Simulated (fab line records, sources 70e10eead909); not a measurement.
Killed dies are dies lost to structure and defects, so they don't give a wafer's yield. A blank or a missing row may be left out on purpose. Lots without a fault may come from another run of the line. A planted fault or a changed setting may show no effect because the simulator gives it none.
fab line records | flow nand_harc
record lots=13 wafers=39 last_day=33
route steps=1302 shown A_SGD_CUT@921 A_SLIT@933 A_WL_FILL@957
lots that met no fault: from a run of the same line without faults
start_h: hours from the record's first day to the start of the lot's first wafer shown | wait_h: hours since the lot's step before | " the same as in the row above | L1.1+2: a row that stands for several wafers | - no value, or no start given | * or withheld: withheld | < > ~ a bound
route shown NAME@n: a module of which the file shows steps, and the number in the route of the first | usual: mean/standard deviation of fault-free wafers | same: alike in all rows | chamber/n: place in a boat | sites: the reading at each site | _std_site: their standard deviation | _edge_site: outer sites' mean less inner sites' | radius_mm: how far each site lies from the wafer's centre | mask NAME#n: copy n | behind: the tool/chamber that last shaped the wafer | hold: why the lot was held/for how many hours/how that ended | device: the transistor (n, p or np) that didn't switch | end of line: the same wafers' tests at the end of the route | a step without rows: its recipe alone | killed: dies lost to structure and defects at the first sort, not the wafer's yield | map: a wafer's dies, x killed, . not, _ none there
set.NAME: the setting as run; set.NAME@STEP: as run at that earlier step | model.NAME: the simulator's own value behind a step, which no gauge read
steps of the route over a sample of lots; a table a step, a row a wafer
services: from which hour (start_h, from the record's first day; less than 0 if before it) a tool's chamber was out of use, for how many hours, and why
## steps
# step NHARC_A_SGD_CUT_INSPECT_25
# usual raw_defect_count=368/84
# columns lot.wafer tool chamber start_h wait_h raw_defect_count
L603.1 defect_inspect-01 - 437.54 - 383
L603.3 " - " " 323
L603.5 " - " " 330
L604.2 defect_inspect-02 - 453.97 - 271
L604.3 " - " " 325
L604.4 " - " " 342
L605.1 defect_inspect-01 - 464.27 - 360
L605.3 " - " " 432
L605.4 " - " " 440
L607.1 defect_inspect-02 - 479.05 - 438
L607.2 " - " " 505
L607.3 " - " " 443
L609.1 defect_inspect-01 - 496.74 - 413
L609.4 " - " " 273
L609.6 " - " " 360
L608.1 defect_inspect-02 - 496.79 - 333
L608.4 " - " " 357
L608.6 " - " " 486
L610.1 defect_inspect-01 - 525.87 - 499
L610.2 " - " " 350
L610.5 " - " " 289
L612.3 defect_inspect-01 - 546.85 - 488
L612.4 " - " " 348
L612.5 " - " " 413
L613.1 defect_inspect-02 - 547.00 - 358
L613.2 " - " " 520
L613.4 " - " " 417
L622.3 defect_inspect-02 - 642.67 - 414
L622.4 " - " " 520
L622.5 " - " " 400
L624.1 defect_inspect-01 - 652.02 - 290
L624.2 " - " " 359
L624.3 " - " " 294
L626.1 defect_inspect-01 - 663.12 - 349
L626.4 " - " " 307
L626.5 " - " " 279
L625.3 defect_inspect-02 - 663.19 - 327
L625.4 " - " " 370
L625.6 " - " " 600
# step NHARC_A_SLIT_CD_MEAS_09
# recipe target_cd_nm=300 landing_energy_ev=500
# usual cd_nm=300.8/0.56
# columns lot.wafer tool chamber start_h wait_h cd_nm
L603.1 cd_sem-02 0 443.62 - 301.3
L603.3 " 0 " " 300.5
L603.5 " 0 " " 300.9
L604.2 cd_sem-02 0 458.90 - 300.6
L604.3 " 0 " " 301.8
L604.4 " 0 " " 301.7
L605.1 cd_sem-02 0 469.08 - 301.0
L605.3 " 0 " " 300.7
L605.4 " 0 " " 300.5
L607.1 cd_sem-01 0 484.68 - 301.0
L607.2 " 0 " " 301.5
L607.3 " 0 " " 301.2
L609.1 cd_sem-01 0 502.78 - 300.6
L609.4 " 0 " " 299.8
L609.6 " 0 " " 299.9
L608.1 cd_sem-03 0 502.95 - 301.3
L608.4 " 0 " " 300.6
L608.6 " 0 " " 300.9
L610.1 cd_sem-03 0 531.32 - 300.1
L610.2 " 0 " " 300.2
L610.5 " 0 " " 300.8
L612.3 cd_sem-02 0 551.84 - 300.8
L612.4 " 0 " " 299.8
L612.5 " 0 " " 299.4
L613.1 cd_sem-01 0 551.99 - 300.9
L613.2 " 0 " " 301.1
L613.4 " 0 " " 301.4
L622.3 cd_sem-02 0 647.87 - 300.9
L622.4 " 0 " " 300.9
L622.5 " 0 " " 300.7
L624.1 cd_sem-01 0 656.74 - 301.2
L624.2 " 0 " " 302.1
L624.3 " 0 " " 300.7
L626.1 cd_sem-02 0 673.37 - 300.3
L626.4 " 0 " " 301.3
L626.5 " 0 " " 300.4
L625.3 cd_sem-03 0 674.33 - 299.3
L625.4 " 0 " " 299.8
L625.6 " 0 " " 300.7
# step NHARC_A_SLIT_CD_MEAS_21
# usual cd_nm=289.4/1
# columns lot.wafer tool chamber start_h wait_h cd_nm
L603.1 cd_sem-03 - 450.06 - 290.0
L603.3 " - " " 290.4
L603.5 " - " " 289.6
L604.2 cd_sem-02 - 465.40 - 289.4
L604.3 " - " " 289.7
L604.4 " - " " 290.7
L605.1 cd_sem-01 - 475.55 - 289.5
L605.3 " - " " 289.3
L605.4 " - " " 289.5
L607.1 cd_sem-01 - 495.08 - 290.8
L607.2 " - " " 288.2
L607.3 " - " " 288.8
L609.1 cd_sem-03 - 509.53 - 290.5
L609.4 " - " " 289.0
L609.6 " - " " 290.6
L608.1 cd_sem-03 - 513.34 - 290.2
L608.4 " - " " 289.0
L608.6 " - " " 288.6
L610.1 cd_sem-02 - 537.87 - 290.0
L610.2 " - " " 288.2
L610.5 " - " " 290.8
L612.3 cd_sem-02 - 558.36 - 288.9
L612.4 " - " " 290.5
L612.5 " - " " 289.3
L613.1 cd_sem-03 - 561.86 - 290.5
L613.2 " - " " 289.9
L613.4 " - " " 289.4
L622.3 cd_sem-02 - 654.41 0.1 290.6
L622.4 " - " " 289.4
L622.5 " - " " 288.9
L624.1 cd_sem-01 - 663.42 - 290.8
L624.2 " - " " 288.4
L624.3 " - " " 288.3
L626.1 cd_sem-02 - 679.88 - 289.7
L626.4 " - " " 289.1
L626.5 " - " " 288.3
L625.3 cd_sem-01 - 680.91 - 288.4
L625.4 " - " " 289.0
L625.6 " - " " 288.9
# step NHARC_A_WL_FILL_ETCHBACK_04
# recipe target_depth_a=600 time_s=120 chemistry=NF3
# usual chamber_pressure_mTorr=300.00/0.3 drypump_motor_current_A=6.0/0.61 he_backside_leak_sccm=3.48/0.24 oes_product_au=1.002/0.011 run_length_s=141.0/0.41
# columns lot.wafer tool chamber start_h wait_h chamber_pressure_mTorr drypump_motor_current_A he_backside_leak_sccm oes_product_au rf_hours_counter_h run_length_s
L603.1 rie_metal-03 0 458.60 0.3 300.21 5.7 3.65 0.984 2.0 140.6
L603.3 " 1 " " 299.60 4.9 3.60 1.007 - 141.2
L603.5 " 0 " " 299.57 5.8 3.53 0.994 - 141.0
L604.2 rie_metal-03 1 473.33 0.3 299.75 4.9 3.20 0.997 2.2 141.6
L604.3 " 1 " " 300.14 4.9 3.01 1.001 - 141.0
L604.4 " 0 " " 300.19 5.7 3.66 0.990 - 140.7
L605.1 rie_metal-01 1 486.79 0.3 300.24 6.2 3.36 1.002 1.2 141.6
L605.4 " 1 " " 300.18 6.2 3.50 1.000 - 141.6
L605.3 " 0 " " 300.16 6.7 3.21 1.000 - 141.1
L607.2 rie_metal-02 0 503.36 0.3 300.44 6.2 3.56 1.016 0.5 141.2
L607.1 " 1 " " 299.87 6.4 3.30 0.982 0.5 140.5
L607.3 " 0 " " 300.36 6.2 3.40 1.007 - 140.9
L609.1 rie_metal-02 1 517.61 0.4 299.92 6.4 3.53 0.996 0.8 140.8
L609.4 " 0 " " 300.30 6.2 3.53 1.017 - 141.2
L609.6 " 0 " " 299.61 6.3 3.71 1.020 - 141.1
L608.1 rie_metal-01 1 521.44 0.3 300.27 6.2 3.59 1.000 1.9 141.5
L608.4 " 1 " " 300.14 6.2 3.43 1.009 - 141.5
L608.6 " 1 " " 300.58 6.2 3.49 0.992 - 141.3
L610.2 rie_metal-03 0 546.15 0.5 300.09 5.7 3.70 0.983 0.2 140.2
L610.1 " 1 " " 299.52 4.9 3.33 1.024 0.2 141.4
L610.5 " 0 " " 300.07 5.7 3.66 0.994 - 140.3
L612.3 rie_metal-03 0 566.20 0.2 300.16 5.7 3.74 0.976 - 140.4
L612.4 " 1 " " 299.89 4.9 3.51 1.011 - 141.4
L612.5 " 0 " " 300.27 5.7 3.58 0.990 - 140.5
L613.2 rie_metal-02 0 569.84 0.3 299.72 6.2 3.64 1.023 1.6 141.0
L613.1 " 1 " " 300.34 6.4 3.18 0.995 1.6 140.4
L613.4 " 1 " " 300.44 6.4 3.23 0.990 - 140.5
L622.4 rie_metal-02 0 662.72 0.3 299.96 6.2 3.59 1.009 - 141.0
L622.3 " 1 " " 300.23 6.4 3.28 0.991 - 147.0
L622.5 " 0 " " 299.23 6.2 3.56 1.001 - 141.3
L624.2 rie_metal-03 0 672.46 0.3 299.65 5.7 3.71 1.001 2.7 140.6
L624.1 " 1 " " 299.70 4.9 3.47 1.020 2.7 141.0
L624.3 " 0 " " 300.05 5.7 3.88 1.005 - 140.4
L626.1 rie_metal-03 0 687.91 0.3 299.88 5.7 3.60 0.994 3.0 140.8
L626.4 " 0 " " 299.94 5.7 3.57 1.008 - 140.3
L626.5 " 0 " " 300.24 5.8 3.59 0.996 - 140.7
L625.4 rie_metal-01 0 687.91 0.3 299.91 6.7 3.46 1.018 - 140.6
L625.3 " 1 " " 299.94 6.3 3.60 1.001 - 141.5
L625.6 " 1 " " 299.70 6.2 3.59 0.994 - 141.3
## services
# columns tool chamber start_h hours kind
rie_metal-02 - 454.00 9.0 pm
rie_metal-02 0 454.00 9.0 vent_cycle
rie_metal-02 1 454.00 9.0 vent_cycle
rie_metal-02 0 463.00 - clean
rie_metal-02 1 463.00 - clean
rie_metal-03 - 519.00 9.0 pm
rie_metal-03 0 519.00 9.0 vent_cycle
rie_metal-03 1 519.00 9.0 vent_cycle
rie_metal-03 0 528.00 - clean
rie_metal-03 1 528.00 - clean
rie_metal-02 - 559.04 1.3 repair
rie_metal-01 - 575.08 9.0 pm
rie_metal-01 0 575.08 9.0 vent_cycle
rie_metal-01 1 575.08 9.0 vent_cycle
rie_metal-01 0 584.08 - clean
rie_metal-01 1 584.08 - clean
rie_metal-02 - 631.00 9.0 pm
rie_metal-02 0 631.00 9.0 vent_cycle
rie_metal-02 1 631.00 9.0 vent_cycle
rie_metal-01 1 636.89 5.0 repair
rie_metal-02 0 640.00 - clean
rie_metal-02 1 640.00 - clean
## key
first_sign step=NHARC_A_WL_FILL_ETCHBACK_04 reading=run_length_s direction=up sigmas=15 usual=* struck=*
effect none on later readings
met_at NHARC_A_WL_FILL_ETCHBACK_04
struck_lots L622
struck_wafers L622.3
tester_left_out L622
not_acting_at NHARC_A_SGD_CUT_INSPECT_25,NHARC_A_SLIT_CD_MEAS_09,NHARC_A_SLIT_CD_MEAS_21
onset_between 569.84 662.72
fault kind=process_parameter_drift tool=rie_metal-02 chamber=1 onset_h=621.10 steps=NHARC_A_WL_FILL_ETCHBACK_04 channel=time_s offset=* shape=step end_h=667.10 acts_in=* stated=*
# tester_left_out: of these lots the tester's yield and bins aren't shown, on N5 and GAA mostly nor the transistor test; their killed dies are dies lost to structure and defects alone, not to doping, threshold or leakage, so they don't give the yield
